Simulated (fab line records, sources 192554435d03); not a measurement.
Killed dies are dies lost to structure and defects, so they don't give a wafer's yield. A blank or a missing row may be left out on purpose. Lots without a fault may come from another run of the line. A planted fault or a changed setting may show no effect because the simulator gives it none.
fab line records | flow n5_finfet
record lots=4 wafers=12 last_day=19
route steps=1938 shown SD_EPI_P@302 SD_ACTIVATION@330 ILD0@335 BEOL_M4@1111 PASSIVATION@1936
lots that met no fault: from a run of the same line without faults
start_h: hours from the record's first day to the start of the lot's first wafer shown | wait_h: hours since the lot's step before | " the same as in the row above | L1.1+2: a row that stands for several wafers | - no value, or no start given | * or withheld: withheld | < > ~ a bound
route shown NAME@n: a module of which the file shows steps, and the number in the route of the first | usual: mean/standard deviation of fault-free wafers | same: alike in all rows | chamber/n: place in a boat | sites: the reading at each site | _std_site: their standard deviation | _edge_site: outer sites' mean less inner sites' | radius_mm: how far each site lies from the wafer's centre | mask NAME#n: copy n | behind: the tool/chamber that last shaped the wafer | hold: why the lot was held/for how many hours/how that ended | device: the transistor (n, p or np) that didn't switch | end of line: the same wafers' tests at the end of the route | a step without rows: its recipe alone | killed: dies lost to structure and defects at the first sort, not the wafer's yield | map: a wafer's dies, x killed, . not, _ none there
set.NAME: the setting as run; set.NAME@STEP: as run at that earlier step | model.NAME: the simulator's own value behind a step, which no gauge read
lots at some steps of the route; a table a step, a row a wafer
services: from which hour (start_h, from the record's first day; less than 0 if before it) a tool's chamber was out of use, for how many hours, and why
## steps
# step N5_SD_EPI_P_DEVELOP_08
# recipe develop_time_s=30 developer=TMAH resist=CAR-ArF-block dev_temp_c=23 rinse_liquid=diw dry=air_spin
# step N5_SD_EPI_P_DESCUM_14
# recipe chemistry=O2 time_s=7.9 source_power_w=50 bias_power_w=20 pressure_mtorr=20 rf_frequency_hz=2.712e+07 temp_c=40 resist=CAR-ArF-block o2_flow_sccm=225
# step N5_SD_EPI_P_ETCH_36
# recipe chemistry=CF4 target=SiARC target_depth_a=455 mask_material=CAR-ArF-block time_s=75.8 ion_energy_ev=80 pressure_mtorr=40 source_w=545 bias_w=36 Ar_flow_sccm=100 cf4_flow_sccm=100 ends=cleared
# step N5_SD_EPI_P_ETCH_37
# recipe chemistry=N2/H2 target=SOC overetch_a=1080 mask_material=SiARC temp_c=40 ion_energy_ev=100 source_w=3000 bias_w=133 pressure_mtorr=20 time_s=486 n2_flow_sccm=200 h2_flow_sccm=200 ends=end_point
# step N5_SD_EPI_P_STRIP_38
# recipe chemistry=N2/H2 temp_c=40 n2_flow_sccm=200 h2_flow_sccm=200 rf_frequency_hz=6e+07
# step N5_SD_EPI_P_ETCHBACK_46
# recipe chemistry=CH3F/O2 mode=anisotropic_etchback target=SiNx target_depth_a=175 stop_on=SiO2 over_etch_frac=0.3 ion_energy_ev=120 pressure_mtorr=30 source_w=395 bias_w=73 Ar_flow_sccm=150 CH3F_flow_sccm=30 O2_flow_sccm=20
# step N5_SD_EPI_P_ETCH_47
# recipe chemistry=CH3F/O2 target=SiOCN target_depth_a=250 mask_material=SOC ion_energy_ev=60 bias_w=29 pressure_mtorr=30 source_w=410 Ar_flow_sccm=150 CH3F_flow_sccm=30 O2_flow_sccm=20
# step N5_SD_EPI_P_ETCH_16
# recipe chemistry=CHF3/O2 target=SiO2 target_depth_a=50 mask_material=SOC pressure_mtorr=30 source_w=650 bias_w=170 Ar_flow_sccm=200 CHF3_flow_sccm=50 O2_flow_sccm=5 ion_energy_ev=200
# step N5_SD_EPI_P_STRIP_50
# recipe chemistry=CHF3/O2 resist=SiARC rf_frequency_hz=6e+07
# step N5_SD_EPI_P_SD_RECESS_17
# recipe chemistry=HBr/Cl2/O2 target_depth_a=391 bt_time_s=3 pressure_mtorr=10 icp_w=800 bias_w=112 HBr_flow_sccm=150 Cl2_flow_sccm=80 O2_flow_sccm=12
# usual HBr_flow_sccm=150.0/0.47 drypump_motor_current_A=5.86/0.27 mfc_cl2_sccm=79.99/0.25 oes_product_au=1.000/0.016 throttle_valve_pct=37.1/0.34
# columns lot.wafer tool chamber start_h wait_h HBr_flow_sccm drypump_motor_current_A mfc_cl2_sccm oes_product_au rf_hours_counter_h throttle_valve_pct model.etch.depth_nm model.SD_EPI_P.feature_depth_nm
L326.1 rie_si-05 3 74.30 0.0 149.6 5.76 79.88 1.002 87 37.0 39.8 39.8
L326.2 " 1 " " 149.4 5.69 79.93 0.988 136 37.5 39.35 39.4
L326.3 " 0 " " 149.6 6.00 79.73 1.032 6 36.9 39.34 39.4
L335.1 rie_si-04 3 131.21 0.0 149.9 5.95 80.09 0.991 170 37.6 38.46 38.4
L335.2 " 1 " " 149.9 6.51 79.46 0.998 0 37.1 38.77 38.8
L335.3 " 0 " " 150.3 5.77 79.98 0.977 144 37.7 38.58 38.6
L342.2 rie_si-05 2 168.34 0.0 150.0 5.68 79.44 1.015 146 37.3 38.88 38.8
L342.4 " 0 " " 150.1 6.03 80.46 1.035 7 36.9 32.63 32.6
L342.5 " 2 " " 150.0 5.71 79.53 1.005 - 37.3 38.88 38.8
L345.1 rie_si-05 1 193.07 0.0 151.1 5.69 80.22 0.975 138 37.5 39.42 39.4
L345.2 " 3 " " 150.1 5.79 80.29 0.996 89 37.0 39.56 39.6
L345.3 " 0 " " 149.8 6.02 79.81 1.030 8 36.9 32.57 32.6
# step N5_SD_EPI_P_WET_ETCH_45
# recipe chemistry=dHF dilution=withheld time_s=10.7 target=SiO2 target_depth_a=20 temp_c=25 dry=ipa_marangoni rinse_time_s=30 rinse_temp_c=23
# step N5_SD_EPI_P_STRIP_40
# recipe chemistry=N2/H2 power_w=1000 temp_c=250 h2_frac=0.65 overash_fraction=0.3 pressure_mtorr=withheld n2_flow_sccm=1750 h2_flow_sccm=3250
# step N5_SD_EPI_P_PRECLEAN_52
# recipe chemistry=O3/DIW time_s=60 temp_c=22 o3_ppm=10
# step N5_SD_EPI_P_SRD_20
# recipe dry=ipa_marangoni do_ppb=5 time_s=30 temp_c=23 rinse_liquid=diw
# step N5_SD_EPI_P_PRECLEAN_51
# recipe chemistry=NF3:NH3 afs_cycles=1 temp_c=30 time_s=20 sublimation_temp_c=180 sublimation_time_s=60 pressure_torr=3 rf_power_w=30
# step N5_SD_EPI_P_VAPOR_ETCH_44
# recipe chemistry=NF3/Ar target=SiGe30 temp_c=25 time_s=3.3 mode=isotropic
# step N5_SD_EPI_P_EPI_21
# recipe material=SiGe:B dopant=B temp_c=550 pressure_torr=20 ambient=H2 time_s=355
# step N5_SD_EPI_P_HM_STRIP_48
# recipe chemistry=H3PO4 temp_c=160 material=SiNx target=SiNx target_depth_a=30 overetch_fraction=0.3
# step N5_SD_EPI_P_SRD_49
# recipe dry=ipa_marangoni time_s=30 temp_c=23 rinse_liquid=diw
# step N5_SD_EPI_P_PRECLEAN_24
# recipe chemistry=O3/DIW time_s=45 temp_c=22 o3_ppm=10
# step N5_SD_EPI_P_PRECLEAN_32
# recipe chemistry=dHF time_s=10 dilution=500:1 temp_c=25
# step N5_SD_EPI_P_PRECLEAN_33
# recipe chemistry=SC2 time_s=45 temp_c=35 mix=1:1:50
# step N5_SD_EPI_P_SRD_25
# recipe time_s=30 temp_c=23 rinse_liquid=diw dry=ipa_marangoni
# step N5_SD_ACTIVATION_RTA_00
# recipe temp_c=975 time_s=0 ambient=N2 idle_temp_c=600 ramp_up_c_per_s=150 ramp_down_c_per_s=60 cool_to_c=600
# step N5_SD_ACTIVATION_LSA_01
# recipe temp_c=1080 time_s=0.0008 ambient=N2
# step N5_ILD0_LINER_00
# recipe material=SiNx target_thk_a=40 temp_c=400 ald_precursor_family=SiH2I2 ald_co_reactant=N2/H2-plasma pulse_time_s=1 purge_time_s=2 co_reactant_purge_time_s=2 ald_cycles=80 pressure_torr=2
# step N5_ILD0_FCVD_FILL_01
# recipe material=SiO2_flowable target_thk_a=2000 temp_c=100 pressure_torr=0.8 rf_w=2000 time_s=328.3
# step N5_ILD0_CURE_02
# recipe temp_c=450 time_s=1800 ambient=steam idle_temp_c=400 ramp_up_c_per_min=5 ramp_down_c_per_min=3 densification_p_h2o_torr=640
# step N5_ILD0_CMP_03
# recipe stop_on=SiNx t_overpolish_s=1.9 post_cmp_clean=alkaline_brush down_force_psi=4.1491 platen_rpm=51.796 pad_velocity_m_s=1.0306 target_thk_nm=197.38
# step N5_ILD0_CMP_07
# recipe stop_on=poly-Si material=SiO2_flowable t_overpolish_s=1.18 post_cmp_clean=alkaline_brush down_force_psi=4.1491 platen_rpm=51.796 pad_velocity_m_s=1.0306 target_thk_nm=138.88
# step N5_ILD0_PRECLEAN_10
# recipe chemistry=NF3:NH3 afs_cycles=5 time_s=20 temp_c=30 sublimation_temp_c=180 sublimation_time_s=60 pressure_torr=3 rf_power_w=30
# step N5_ILD0_ALD_15
# recipe material=SiNx target_thk_a=240 temp_c=400 ald_precursor_family=SiH2I2 ald_co_reactant=N2/H2-plasma pulse_time_s=1 ald_cycles=480 purge_time_s=2 co_reactant_purge_time_s=2 pressure_torr=2
# step N5_BEOL_M4_RC_MEAS_101
# usual CJ_P=5.78/0.13 DIBL_N=36.2/1.2 DIBL_P=36.3/1.3 IOFF_N=0.155/0.019 IOFF_P=0.210/0.029 ION_N=677/8.6 ION_P=465/6.8 REXT_P=100.1/2.5 SS_N=71.4/0.48 SS_P=73.2/0.53 VT_N=249.9/2.4 VT_P=-250/3.2
# columns lot.wafer tool chamber start_h wait_h CJ_P DIBL_N[mV/V] DIBL_P[mV/V] IOFF_N[nA/um] IOFF_P[nA/um] ION_N[uA/um] ION_P[uA/um] REXT_P[ohm.um] SS_N[mV/dec] SS_P[mV/dec] VT_N[mV] VT_P[mV]
L326.1 prober-01 0 187.68 0.0 6.02 33.5 33.4 0.115 0.167 666 460 95.0 70.0 72.9 253.5 -253
L326.2 " 0 " " 5.83 36.2 37.8 0.177 0.238 681 471 94.2 71.1 73.6 249.4 -249
L326.3 " 0 " " 5.82 34.9 35.6 0.138 0.198 680 468 94.5 70.9 73.4 252.1 -249
L335.1 prober-01 0 261.21 0.0 5.47 35.4 35.3 0.139 0.187 673 464 96.4 71.3 73.1 251.9 -252
L335.2 " 0 " " 5.76 37.4 37.7 0.161 0.215 664 456 97.6 71.4 73.3 250.3 -250
L335.3 " 0 " " 5.67 37.6 37.4 0.159 0.215 668 460 97.6 72.2 73.5 250.5 -250
L342.2 prober-02 0 285.07 0.2 5.66 35.9 36.4 0.171 0.222 679 466 100.3 71.4 73.7 246.4 -249
L342.4 " 0 " " 4.33 34.9 34.0 0.147 0.165 673 436 108.1 71.1 73.3 248.3 -254
L342.5 " 0 " " 5.66 34.3 34.5 0.136 0.191 675 464 101.9 71.1 72.9 251.9 -250
L345.1 prober-02 0 329.04 0.0 6.02 36.2 35.4 0.151 0.202 671 464 101.4 71.4 73.1 249.5 -252
L345.2 " 0 " " 6.00 35.7 35.3 0.148 0.196 665 455 101.8 71.2 72.5 251.8 -252
L345.3 " 0 " " 4.17 38.5 36.2 0.202 0.180 680 437 109.0 72.1 74.1 247.8 -257
# step N5_PASSIVATION_PROBE_49
# usual defect_limited_yield=91.2/1.4 killed_at_M0_to_M3=34/10 killed_at_M4_up=13/5.1 killed_at_contacts=12/6.5 killed_at_front_end=41/11 killed_at_other=4/3.3 killed_dies=104/16 killed_on_rim=14/3.9 killed_open=69/13 killed_short=33/7 sort_bin_5_function=5.1/0.91 sort_bin_6_memory=3.3/0.69 sort_bin_8_speed=0/0 sort_n_pass=1076/16 sort_yield_pct=91.2/1.4
# same gross_dies=1180 killed_at_back_side=0 sort_bin_4_leakage[%]=0
# columns lot.wafer tool chamber start_h wait_h defect_limited_yield[%] killed_at_M0_to_M3 killed_at_M4_up killed_at_contacts killed_at_front_end killed_at_other killed_dies killed_on_rim killed_open killed_short sort_bin_5_function[%] sort_bin_6_memory[%] sort_bin_8_speed[%] sort_n_pass sort_yield_pct[%]
L326.1 prober-02 - 298.40 0.0 91.9 19 16 6 54 1 96 14 66 28 5.7 2.1 0 1084 91.9
L326.2 prober-02 - 298.45 0.1 90.2 35 13 10 53 5 116 16 83 30 6.1 3.5 0 1064 90.2
L326.3 prober-02 - 298.50 0.1 91.9 31 15 8 34 7 95 11 57 34 4.4 3.1 0 1085 91.9
L335.1 prober-01 - 357.96 0.0 94.0 27 8 4 27 5 71 8 37 33 3.6 2.4 0 1109 94.0
L335.2 prober-01 - 358.01 0.1 91.4 41 12 9 33 6 101 13 62 36 5.0 3.1 0 1079 91.4
L335.3 prober-01 - 358.06 0.1 90.1 42 14 8 51 2 117 13 72 36 5.4 3.6 0 1063 90.1
L342.2 prober-01 - 386.78 0.1 91.4 22 13 4 60 2 101 18 70 31 4.8 3.6 0 1079 91.4
L342.4 prober-01 - 386.88 0.2 91.5 26 7 5 58 4 100 8 71 29 5.5 2.7 2.88 1046 88.6
L342.5 prober-01 - 386.93 0.2 90.7 20 15 3 72 0 110 13 76 34 5.4 3.3 0 1070 90.7
L345.1 prober-01 - 446.76 0.0 89.7 31 20 12 49 9 121 15 80 41 6.9 3.0 0 1059 89.7
L345.2 prober-01 - 446.81 0.1 89.7 42 20 24 32 3 121 15 81 40 6.1 3.7 0 1059 89.7
L345.3 prober-01 - 446.86 0.1 91.1 21 13 32 39 0 105 9 72 32 5.3 3.3 3.73 1031 87.4
# killed by level:class
L326.1 STI_FIN_REVEAL:geometric_particle:open=19 FIN_SAQP:geometric_particle:open=12 BEOL_M4:geometric_particle:open=10 BEOL_M0_SAQP:geometric_particle:short=9 FIN_SAQP:geometric_particle:short=8 DUMMY_GATE:geometric_particle:open=6 MOL_CONTACT_COAG:geometric_particle:open=6 BEOL_M2:geometric_particle:open=6
L326.2 FIN_SAQP:geometric_particle:open=20 BEOL_M2:geometric_particle:open=11 FIN_SAQP:geometric_particle:short=10 BEOL_M0_SAQP:geometric_particle:open=10 BEOL_M0_SAQP:geometric_particle:short=8 STI_FIN_REVEAL:geometric_particle:open=7 MOL_CONTACT_COAG:geometric_particle:open=7 BEOL_M4:geometric_particle:open=6
L326.3 BEOL_M4:geometric_particle:open=10 BEOL_M2:geometric_particle:open=8 BEOL_M0_SAQP:geometric_particle:open=8 BEOL_M0_SAQP:geometric_particle:short=8 STI_FIN_REVEAL:geometric_particle:open=7 FIN_SAQP:geometric_particle:short=6 MOL_CONTACT_COAG:geometric_particle:open=6 FIN_SAQP:geometric_particle:open=5
L335.1 BEOL_M2:geometric_particle:open=8 BEOL_M3:geometric_particle:open=8 FIN_SAQP:geometric_particle:short=5 STARTING-WAFER:geometric_particle:short=5 BEOL_M4:geometric_particle:open=4 FIN_SAQP:geometric_particle:open=3 STI_FIN_REVEAL:geometric_particle:open=3 GATE_CUT:geometric_particle:short=3
L335.2 BEOL_M0_SAQP:geometric_particle:short=15 BEOL_M0_SAQP:geometric_particle:open=12 FIN_SAQP:geometric_particle:open=9 MOL_CONTACT_COAG:geometric_particle:open=8 BEOL_M1:geometric_particle:open=5 BEOL_M3:geometric_particle:open=5 STI_FIN_REVEAL:geometric_particle:open=4 DUMMY_GATE:geometric_particle:open=4
L335.3 BEOL_M0_SAQP:geometric_particle:open=11 BEOL_M1:geometric_particle:open=10 DUMMY_GATE:geometric_particle:open=8 FIN_SAQP:geometric_particle:open=7 MOL_CONTACT_COAG:geometric_particle:open=7 HKMG_FIN:area_etch=7 BEOL_M3:geometric_particle:open=6 STI_FIN_REVEAL:geometric_particle:open=5
L342.2 STI_FIN_REVEAL:geometric_particle:open=15 BEOL_M2:geometric_particle:open=10 FIN_SAQP:geometric_particle:short=9 FIN_SAQP:geometric_particle:open=9 DUMMY_GATE:geometric_particle:open=7 MOL_CONTACT_COAG:geometric_particle:open=4 STARTING-WAFER:geometric_particle:short=4 GATE_CUT:geometric_particle:open=3
L342.4 STI_FIN_REVEAL:geometric_particle:open=16 FIN_SAQP:geometric_particle:open=12 FIN_SAQP:geometric_particle:short=6 GATE_CUT:geometric_particle:open=6 GATE_CUT:geometric_particle:short=6 BEOL_M1:geometric_particle:open=6 BEOL_M3:geometric_particle:open=5 DUMMY_GATE:geometric_particle:open=4
L342.5 STI_FIN_REVEAL:geometric_particle:open=22 FIN_SAQP:geometric_particle:open=12 FIN_SAQP:geometric_particle:short=8 DUMMY_GATE:geometric_particle:open=6 GATE_CUT:geometric_particle:short=6 STI_FIN_REVEAL:geometric_particle:short=5 BEOL_M4:geometric_particle:short=5 BEOL_M2:geometric_particle:open=4
L345.1 BEOL_M3:geometric_particle:open=13 BEOL_M4:geometric_particle:open=13 FIN_SAQP:geometric_particle:short=11 MOL_CONTACT_COAG:geometric_particle:open=11 STI_FIN_REVEAL:geometric_particle:open=8 FIN_SAQP:geometric_particle:open=6 BEOL_M1:geometric_particle:open=6 STI_FIN_REVEAL:geometric_particle:short=5
L345.2 MOL_CONTACT_COAG:geometric_particle:open=18 BEOL_M2:geometric_particle:short=12 BEOL_M4:geometric_particle:open=12 STI_FIN_REVEAL:geometric_particle:open=11 BEOL_M3:geometric_particle:open=11 FIN_SAQP:geometric_particle:open=6 MOL_CONTACT_COAG:geometric_particle:short=6 BEOL_M0:geometric_particle:open=6
L345.3 MOL_CONTACT_COAG:geometric_particle:open=26 FIN_SAQP:geometric_particle:short=11 FIN_SAQP:geometric_particle:open=10 BEOL_M3:geometric_particle:open=7 DUMMY_GATE:geometric_particle:open=6 MOL_CONTACT_COAG:geometric_particle:short=6 BEOL_M4:geometric_particle:open=6 STI_FIN_REVEAL:geometric_particle:open=4
# map L342.5 (x killed, . not)
_________________............________________
______________.................._____________
___________..x...........x.........__________
__________.........x....x..x........_________
________..............x.............x._______
_______...x.x...............x.....x....______
______.................................._____
_____........x...........................____
____...x.................x..x......xx.....___
___.x.........x..............x.......x.....__
___..xx........x......................xx...__
__..............x.....x..........x.........._
__..........x..............x.............x.._
_...........x.........x..x.x.......x...x.x...
_..x.....................x.......x.........x.
_.x....................x....x................
_.......x........xx.......x...x..............
_...x.x..xx..........x.............x.x...x...
_....x.........................x..x..........
_...x..................x............x.x......
_x................x...x.........xx.........x.
__..x...............x..........x............_
__x.x............x..x.....x.x........xxx...._
___xx....x...x.......................x.....__
___......x...........x.....................__
____..................x...x.......x.......___
_____........................x.........x.____
______x......x.........................._____
_______.........x......x...............______
________.x..........................x._______
__________...x...x....x.x..........._________
___________..x.....................__________
______________............xx...._____________
_________________......x.....________________
# map L345.1 (x killed, . not)
_________________.x.....x....________________
______________...x.............._____________
___________.....x..x...............__________
__________...x..x..................x_________
________.........x...x.....x..x......._______
_______.x.............................x______
______.......................x.........._____
_____......x......x..............x.......____
____.......x..x................x.x....x...___
___..x.................................xx..__
___...........x..........x.....x.x.........__
__........x....x..................x...xx...._
__...............xx..........x...........x.._
_......x....x..x....................xx.......
_...x.....x....x.x.x...................xxx...
_......x....x....x....x....x........x.x......
_.....x..x.x.........x.......................
_x...x......x.....x................x.........
_....x..x......................x.............
_.x...........xx.....x....x....x.............
_.........x.....................x..........x.
__.........................x.x.............._
__..........x.........x.x......x......x....._
___...x.....x.......xx.......x........x.x..__
___....x...................................__
____.............x...x........x...........___
_____.................x...............xx.____
______....x..x..x..........x............_____
_______.......................x........______
________...................x.....x...._______
__________...........xx....x.xx.x..._________
___________..xx.................x..__________
______________........x.....x..x_____________
_________________...x........________________
## services
# columns tool chamber start_h hours kind
rie_si-04 1 94.80 - clean
rie_si-04 1 94.80 22.4 scheduled_down
rie_si-04 1 94.80 22.4 vent_cycle
rie_si-05 - 108.66 0.3 repair
rie_si-05 3 108.97 2.1 repair
rie_si-05 - 111.27 14.6 pm
rie_si-04 0 143.64 3.5 repair
rie_si-04 0 164.24 2.1 repair
rie_si-04 2 174.84 - clean
rie_si-04 2 174.84 17.6 scheduled_down
rie_si-04 2 174.84 17.6 vent_cycle
## key
first_sign step=N5_BEOL_M4_RC_MEAS_101 reading=CJ_P direction=down sigmas=12 usual=5.78 struck=4.25
effect step=N5_BEOL_M4_RC_MEAS_101 reading=ION_P direction=down sigmas=4.2 usual=465 struck=436
effect step=N5_BEOL_M4_RC_MEAS_101 reading=REXT_P direction=up sigmas=3.4 usual=100.1 struck=108.5
effect step=N5_PASSIVATION_PROBE_49 reading=sort_bin_8_speed direction=up sigmas=39 usual=0 struck=3.31
model_effect step=N5_SD_EPI_P_SD_RECESS_17 value=etch.depth_nm without=39.11 struck=32.6
met_at N5_SD_EPI_P_SD_RECESS_17
struck_wafers L342.4,L345.3
onset_between 74.30 168.34
fault kind=process_parameter_drift tool=rie_si-05 chamber=0 onset_h=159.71 steps=N5_SD_EPI_P_SD_RECESS_17 channel=target_depth_a offset=-65.074 shape=step end_h=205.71 acts_in=these_recipes_only stated=391
